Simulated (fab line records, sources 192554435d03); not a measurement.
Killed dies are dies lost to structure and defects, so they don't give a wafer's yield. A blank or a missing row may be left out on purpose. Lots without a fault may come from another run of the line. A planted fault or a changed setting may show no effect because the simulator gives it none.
Chamber matching | flow n5_finfet | N5_BEOL_M11_CMP_52 on cmp-01: 4 sister chambers
The step polishes, stops on SiCOH lowk, t overpolish 7 s, target thk 140 nm. 16 wafers are shown with their chamber, then 8 later ones without.

WAFERS WITH THEIR CHAMBER
wafer  | chamber | motor_current_A (A) | barrier_field_endpoint_s (s) | time_to_endpoint_s (s)
L075.2 | 2       | 7.1                 | 28.4                         | 67
L075.5 | 0       | 6.8                 | 29.4                         | 67
L075.6 | 1       | 5.2                 | 29.6                         | 65
L076.1 | 2       | 7.3                 | 29.1                         | 70
L076.2 | 1       | 5.1                 | 28.3                         | 68
L076.4 | 3       | 5.2                 | 28.6                         | 67
L080.2 | 2       | 7.1                 | 28.3                         | 66
L080.5 | 2       | 7.0                 | 29.5                         | 64
L080.6 | 1       | 5.3                 | 28.2                         | 61
L081.1 | 3       | 5.6                 | 28.8                         | 67
L081.3 | 1       | 5.3                 | 28.8                         | 64
L081.4 | 0       | 6.8                 | 29.8                         | 69
L082.2 | 0       | 7.0                 | 29.4                         | 68
L082.4 | 2       | 7.2                 | 28.7                         | 62
L082.5 | 0       | 6.6                 | 30.1                         | 68
L086.1 | 2       | 7.4                 | 28.6                         | 61

SIGNATURES (means of the wafers above)
reading                  | chamber 0 | chamber 1 | chamber 2 | chamber 3 | scatter within a chamber
motor_current_A          | 6.800     | 5.225     | 7.183     | 5.400     | 0.157
barrier_field_endpoint_s | 29.675    | 28.725    | 28.767    | 28.700    | 0.468
time_to_endpoint_s       | 68.00     | 64.50     | 65.00     | 67.00     | 2.63
Rule: a wafer's distance from a chamber is the root of the sum, over the readings, of the square of ((its reading less the chamber's mean) divided by the reading's scatter). The wafer belongs to the nearest chamber; if the next one is less than 2 further off, it can't be placed. The scatter: the root of (the sum of the squares of (reading less its chamber's mean) over the shown wafers, divided by (wafers less chambers)).

WAFERS WITHOUT THEIR CHAMBER
wafer  | motor_current_A (A) | barrier_field_endpoint_s (s) | time_to_endpoint_s (s)
L086.3 | 5.3                 | 28.1                         | 60
L086.5 | 7.2                 | 28.9                         | 64
L090.2 | 7.3                 | 30.2                         | 71
L090.3 | 5.4                 | 28.3                         | 68
L090.5 | 7.3                 | 29.5                         | 71
L096.2 | 6.9                 | 28.5                         | 66
L096.4 | 7.5                 | 28.4                         | 65
L096.5 | 5.3                 | 28.2                         | 64

WHICH CHAMBER EACH WENT THROUGH
wafer  | from the rows above     | in truth
L086.3 | can't be placed: 1 or 3 | 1
L086.5 | 2                       | 2
L090.2 | can't be placed: 0 or 2 | 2
L090.3 | can't be placed: 3 or 1 | 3
L090.5 | can't be placed: 2 or 0 | 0
L096.2 | can't be placed: 2 or 0 | 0
L096.4 | 2                       | 2
L096.5 | can't be placed: 1 or 3 | 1
Placed correctly: 2 of 8. Can't be placed from these rows: 6 (the true chamber is among the candidates in 6). Placed wrongly: 0.
